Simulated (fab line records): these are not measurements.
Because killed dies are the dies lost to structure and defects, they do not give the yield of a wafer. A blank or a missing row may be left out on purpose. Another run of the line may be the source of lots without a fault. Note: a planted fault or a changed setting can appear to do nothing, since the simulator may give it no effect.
What tool caused it?	flow nandHarc	42 wafers from 14 lots sampled at 4 of the route's 1302 steps

WHAT THE GAUGES READ, wafer by wafer
NHARC_A_BONDPAD_CD_MEAS_09: target cd 500 nm. Usual: cdNm reads 499.5 nm (standard deviation 1.9).
lot	measured	on	cdNm (nm)	flag
L746	day 23 12:47	cdSem-03	498.3 498.0 500.4	
L748	day 23 13:20	cdSem-01	503.1 501.1 500.5	
L747	day 23 17:17	cdSem-02	501.5 500.5 500.6	
L750	day 24 10:40	cdSem-01	497.4 500.8 500.7	
L755	day 26 15:17	cdSem-02	- - -	OFF
L751	day 26 18:32	cdSem-03	- - -	OFF
L754	day 27 16:55	cdSem-02	497.7 497.8 501.0	
L757	day 27 18:22	cdSem-01	498.0 495.6 499.8	
L759	day 28 12:26	cdSem-02	496.1 498.2 497.6	
L760	day 29 14:55	cdSem-03	501.7 498.5 501.6	
L762	day 30 04:34	cdSem-02	497.9 498.9 501.4	
L764	day 30 19:14	cdSem-01	499.0 497.5 500.4	
L765	day 31 00:58	cdSem-01	501.7 499.4 498.2	
L768	day 32 10:44	cdSem-01	498.9 498.4 501.2	

EACH LOT AND THE TOOL THAT RAN IT (in order: tool; ch and the chambers of the sampled wafers; start)
lot	NHARC_A_M1_PVD_20	NHARC_A_M1_PRE_CLEAN_32	NHARC_A_BONDPAD_EXPOSE_06
L746	pvdSputter-02, day 23 10:56 or earlier	pecvd-01 ch 0,2, day 23 10:56	krfScanner-01 ch 0, day 23 12:38
L748	pvdSputter-01, day 23 11:37 or earlier	pecvd-03 ch 0,1, day 23 11:37	krfScanner-01 ch 0, day 23 13:11
L747	pvdSputter-01, day 23 15:26 or earlier	pecvd-03 ch 1,2, day 23 15:26	krfScanner-02 ch 0, day 23 17:08
L750	pvdSputter-03, day 24 08:57 or earlier	pecvd-03 ch 0,1, day 24 08:57	krfScanner-03 ch 0, day 24 10:31
L755	pvdSputter-02, day 26 13:34 or earlier	pecvd-02 ch 0,1,2, day 26 13:34	krfScanner-02, day 26 15:08
L751	pvdSputter-01, day 26 16:41 or earlier	pecvd-02 ch 0,2, day 26 16:41	krfScanner-02, day 26 18:23
L754	pvdSputter-03, day 27 14:53 or earlier	pecvd-01 ch 1,2, day 27 14:53	krfScanner-02 ch 0, day 27 16:46
L757	pvdSputter-01, day 27 16:31 or earlier	pecvd-01 ch 1,2, day 27 16:31	krfScanner-02 ch 0, day 27 18:13
L759	pvdSputter-01, day 28 10:35 or earlier	pecvd-02 ch 0,1, day 28 10:35	krfScanner-03 ch 0, day 28 12:16
L760	pvdSputter-01, day 29 13:03 or earlier	pecvd-02 ch 0,1, day 29 13:03	krfScanner-02 ch 0, day 29 14:45
L762	pvdSputter-02, day 30 02:43 or earlier	pecvd-03 ch 0,1,2, day 30 02:43	krfScanner-02 ch 0, day 30 04:25
L764	pvdSputter-01, day 30 17:28 or earlier	pecvd-02 ch 0,2, day 30 17:28	krfScanner-02 ch 0, day 30 19:05
L765	pvdSputter-02, day 30 23:07 or earlier	pecvd-01 ch 0,1,2, day 30 23:07	krfScanner-02 ch 0, day 31 00:50
L768	pvdSputter-02, day 32 09:01 or earlier	pecvd-03 ch 0,1,2, day 32 09:01	krfScanner-01 ch 0, day 32 10:35
- NHARC_A_M1_PVD_20: deposits TaN, target thk 5 nm, time 8.06 s.
- NHARC_A_M1_PRE_CLEAN_32: time 12 s.
- NHARC_A_BONDPAD_EXPOSE_06: exposes mask A BPAD.

AS READ BY THE TOOLS THEMSELVES (means over the sampled wafers that have a number; for cases with no such wafer, the mark the record gives instead)
NHARC_A_M1_PVD_20. Usual: biasV 168.6 V, standard deviation 1.7; substrateTempC 50.00 C, standard deviation 0.11; throttleValvePct 29.6 %, standard deviation 1.3.
lot	tool	biasV (V)	substrateTempC (C)	throttleValvePct (%)	flag
L746	pvdSputter-02	168.8	49.97	29.0	
L748	pvdSputter-01	169.0	49.98	30.1	
L747	pvdSputter-01	167.8	50.00	30.1	
L750	pvdSputter-03	168.1	50.01	29.7	
L755	pvdSputter-02	170.1	50.06	29.9	
L751	pvdSputter-01	169.2	50.05	29.4	
L754	pvdSputter-03	168.6	50.02	30.9	
L757	pvdSputter-01	168.4	49.98	28.5	
L759	pvdSputter-01	170.8	50.07	29.5	
L760	pvdSputter-01	167.4	49.97	29.4	
L762	pvdSputter-02	168.7	49.95	30.3	
L764	pvdSputter-01	167.6	50.03	29.3	
L765	pvdSputter-02	168.0	49.77	30.3	
L768	pvdSputter-02	168.4	50.10	29.8	

NHARC_A_M1_PRE_CLEAN_32. Usual: heaterPowerW 601 W, standard deviation 55; rfFwdPowerW 292.6 W, standard deviation 0.86.
lot	tool	heaterPowerW (W)	rfFwdPowerW (W)	flag
L746	pecvd-01	592	292.1	
L748	pecvd-03	550	291.8	
L747	pecvd-03	519	293.1	
L750	pecvd-03	571	291.8	
L755	pecvd-02	604	292.3	
L751	pecvd-02	595	292.2	
L754	pecvd-01	605	291.8	
L757	pecvd-01	594	292.6	
L759	pecvd-02	648	292.1	
L760	pecvd-02	643	293.2	
L762	pecvd-03	596	293.0	
L764	pecvd-02	550	293.2	
L765	pecvd-01	604	293.0	
L768	pecvd-03	579	293.5	

NHARC_A_BONDPAD_EXPOSE_06. Usual: exposureDoseMJCm2 37.03, standard deviation 0.084; focusOffsetNm -0.2 nm, standard deviation 0.5; reticleTempC 22.97 C, standard deviation 0.11.
lot	tool	exposureDoseMJCm2	focusOffsetNm (nm)	reticleTempC (C)	flag
L746	krfScanner-01	36.99	0.1	23.04	
L748	krfScanner-01	36.94	-0.9	22.94	
L747	krfScanner-02	37.10	-0.3	22.95	
L750	krfScanner-03	37.00	-0.5	23.02	
L755	krfScanner-02	-	-	-	OFF
L751	krfScanner-02	-	-	-	OFF
L754	krfScanner-02	37.16	0.7	22.94	
L757	krfScanner-02	37.09	-0.4	22.84	
L759	krfScanner-03	36.98	0.0	23.07	
L760	krfScanner-02	37.12	-0.4	22.95	
L762	krfScanner-02	37.11	-0.1	23.06	
L764	krfScanner-02	37.03	-0.2	22.98	
L765	krfScanner-02	37.09	-0.2	22.81	
L768	krfScanner-01	36.93	-0.1	22.87	

THE ANSWER, worked out from the rows above alone
Rule: lot off if the mean of its wafers having a number is beyond 3 standard deviations from the usual mean. A lot without any number at a reading at which 4 lots or more have one is off too. All remaining lots with rows at the step are treated as sound. Order of review: gauges by route order, followed by the tools' own readings, for which a lot's mean as printed above is used. At the first step where some lot is off, the reading lying furthest off is the one used; lots without a number count as furthest.
Off, at NHARC_A_BONDPAD_CD_MEAS_09 on cdNm: L755, L751. Without a number there: L755, L751.
A tool fits if, at a process step before that reading, it ran every lot that is off, and no sound lot after the first of them. The gauges at NHARC_A_BONDPAD_CD_MEAS_09 aren't tried: what is off there is off at NHARC_A_BONDPAD_EXPOSE_06 too, on other tools, and a gauge's error can't cause that. Because NHARC_A_M1_PVD_20 lacks a start for some lots, the hours and order of its lots are taken from NHARC_A_M1_PRE_CLEAN_32. No candidate that was tried fits.

WHAT THE SIMULATOR PUT IN
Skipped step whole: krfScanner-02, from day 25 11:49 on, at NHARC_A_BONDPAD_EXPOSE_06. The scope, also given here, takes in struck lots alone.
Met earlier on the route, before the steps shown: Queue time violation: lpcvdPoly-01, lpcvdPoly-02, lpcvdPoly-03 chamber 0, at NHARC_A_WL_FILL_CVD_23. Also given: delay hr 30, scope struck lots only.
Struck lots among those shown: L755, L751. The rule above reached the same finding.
